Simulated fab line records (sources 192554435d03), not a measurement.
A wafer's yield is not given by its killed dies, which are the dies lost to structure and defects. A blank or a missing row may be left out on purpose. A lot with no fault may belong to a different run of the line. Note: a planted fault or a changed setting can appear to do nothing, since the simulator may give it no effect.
Split-lot experiment ; flow n5-finfet ; 39 wafers read from 7 lots, route of 1938 steps

## SPLIT DETAILS
At N5_FIN_SAQP_HM_DEP_03 (deposits SiNx from SiH4/NH3/N2, target thk 38 nm, time 33.6 s), the setting target-thk-a was moved away from the recipe's 380 angstrom on 9 of the 39 wafers read, by -49.8% to +29.9%. All remaining wafers had this setting at the recipe value.

## FROM THE SPLIT TO THE READING: what the file shows between them, 10 steps
- N5_FIN_SAQP_THK_MEAS_05
- N5_FIN_SAQP_PECVD_47: deposits a-Si from SiH4/He, target thk 45 nm, time 36.3 s
- N5_FIN_SAQP_PECVD_48: deposits SiNx from SiH4/NH3/N2, target thk 25 nm, time 22.1 s
- N5_FIN_SAQP_MANDREL2_REMOVE_60: chemistry HBr/Cl2/O2, target a-Si, stops on SiNx, bt time 10 s
- N5_FIN_SAQP_HM_OPEN_33: chemistry CH3F/O2, target SiNx, target depth 49.4 nm, time 70.6 s
- N5_FIN_SAQP_ETCH_34: etches SiO2 in C4F6/O2, target depth 45 nm, time 15 s
- N5_FIN_SAQP_STRIP_77: strips in N2/H2, time 90 s
- N5_FIN_SAQP_ETCH_64: etches SiO2 in CF4, target depth 1.5 nm
- N5_FIN_SAQP_FIN_ETCH_36: etches the open film in HBr/Cl2/O2, target depth 120 nm, time 50.4 s
- N5_FIN_SAQP_PRECLEAN_38: cleans in O3/DIW, time 45 s

## THE READING
SiNx_of_FIN_SAQP_HM_DEP_03.thk-nm (the simulator's own value, which no gauge read), in nm, at N5_FIN_SAQP_PRECLEAN_45 (cleans in dHF, time 10 s). The file does not state a usual value for it. Across the 30 wafers here that went through the recipe, the average is 20.8 nm and the standard deviation 0.56 nm.

wafer;tool, chamber at the split;target-thk-a as run, angstrom;against the recipe;SiNx_of_FIN_SAQP_HM_DEP_03.thk-nm, nm;against lot-mates on the recipe
L075.1;pecvd-04, 1;380;recipe;20.6;-
L075.2;pecvd-04, 0;380;recipe;20.4;-
L075.3;pecvd-04, 1;380;recipe;20.8;-
L075.6;pecvd-04, 1;380;recipe;20.8;-
L075.4;pecvd-04, 0;380;recipe;21.2;-
L075.5;pecvd-04, 0;380;recipe;21;-
L078.1;pecvd-01, 2;380;recipe;21.2;-
L078.2;pecvd-01, 1;190.8;-49.8%;1.4;-20.1
L078.3;pecvd-01, 0;190.8;-49.8%;1.8;-19.7
L078.4;pecvd-01, 1;380;recipe;21.8;-
L078.5;pecvd-01, 0;380;recipe;21.6;-
L078.6;pecvd-01, 2;190.8;-49.8%;2.6;-18.9
L079.1;pecvd-02, 0;380;recipe;20.4;-
L079.2;pecvd-02, 2;380;recipe;21;-
L079.5;pecvd-02, 1;380;recipe;21;-
L079.3;pecvd-02, 1;493.6;+29.9%;32.2;+11.4
L079.4;pecvd-02, 2;493.6;+29.9%;33.6;+12.8
L079.6;pecvd-02, 0;493.6;+29.9%;33.4;+12.6
L087.1;pecvd-01, 2;380;recipe;20.2;-
L087.2;pecvd-01, 0;380;recipe;20.6;-
L087.3;pecvd-01, 1;380;recipe;20.6;-
L087.4;pecvd-01, 2;380;recipe;21.6;-
L087.6;pecvd-01, 0;380;recipe;21.6;-
L087.5;pecvd-01, 1;380;recipe;21;-
L088.2;pecvd-02, 0;380;recipe;19.4;-
L088.3;pecvd-02, 2;380;recipe;20.4;-
L088.4;pecvd-02, 2;380;recipe;20.6;-
L092.1;pecvd-04, 1;380;recipe;20.6;-
L092.2;pecvd-04, 2;380;recipe;21.2;-
L092.3;pecvd-04, 0;301.3;-20.7%;12.8;-8.4
L092.4;pecvd-04, 0;380;recipe;21.8;-
L092.5;pecvd-04, 2;301.3;-20.7%;13.8;-7.4
L092.6;pecvd-04, 1;301.3;-20.7%;13.8;-7.4
L093.1;pecvd-01, 2;380;recipe;20.8;-
L093.6;pecvd-01, 2;380;recipe;20.8;-
L093.2;pecvd-01, 1;380;recipe;19.6;-
L093.3;pecvd-01, 0;380;recipe;20.2;-
L093.4;pecvd-01, 0;380;recipe;21;-
L093.5;pecvd-01, 1;380;recipe;20.6;-

FIT RESULTS
A straight line over all 39 wafers: SiNx_of_FIN_SAQP_HM_DEP_03.thk-nm changes by +0.385 nm for each +1% of target-thk-a; r = +1.00; the points scatter about the line by 0.62 nm.
The same after taking each lot's own level away (the mean of its wafers on the recipe; 39 wafers): +0.396 nm for each +1%; r = +1.00; scatter 0.49 nm.
That fit puts the effect of the largest move of target-thk-a on the reading at 20 nm.
The span of the lots' own levels, 20.13 to 21.53 nm, comes to 2.5 times the standard deviation stated above.
Consequently the slope shifts little with the lot-to-lot level, the two slopes agreeing.
Check: with one of the wafers moved furthest among these (-49.8%) left out of the fit, the line predicts -19.5 nm for it against its lot-mates. It came out at -20.1 nm against them.

## THE WHOLE CHAIN: every reading that the file lists as answering this split, in the file's order
step;what it does;reading;change (the file's fit);r (the file's)
N5_FIN_SAQP_HM_DEP_03;deposits SiNx from SiH4/NH3/N2, target thk 38 nm, time 33.6 s;SiNx_of_FIN_SAQP_HM_DEP_03.thk-nm (the simulator's own value, which no gauge read);+0.381 nm for each +1% of the setting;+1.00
N5_FIN_SAQP_THK_MEAS_05;;thk-nm;withheld for each +1% of the setting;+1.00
N5_FIN_SAQP_HM_OPEN_33;chemistry CH3F/O2, target SiNx, target depth 49.4 nm, time 70.6 s;etch-rf-on-time-s;withheld for each +1% of the setting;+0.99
N5_FIN_SAQP_HM_OPEN_33;chemistry CH3F/O2, target SiNx, target depth 49.4 nm, time 70.6 s;etch.depth-nm (the simulator's own value, which no gauge read);+0.381 nm for each +1% of the setting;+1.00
N5_FIN_SAQP_FIN_ETCH_36;etches the open film in HBr/Cl2/O2, target depth 120 nm, time 50.4 s;SiNx_of_FIN_SAQP_HM_DEP_03.thk-nm (the simulator's own value, which no gauge read);+0.394 nm for each +1% of the setting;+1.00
N5_FIN_SAQP_PRECLEAN_45;cleans in dHF, time 10 s;SiNx_of_FIN_SAQP_HM_DEP_03.thk-nm (the simulator's own value, which no gauge read);+0.395 nm for each +1% of the setting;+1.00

## THE FILE'S OWN FIT
SiNx_of_FIN_SAQP_HM_DEP_03.thk-nm changes by +0.395 nm for each +1% of target-thk-a, r = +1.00.
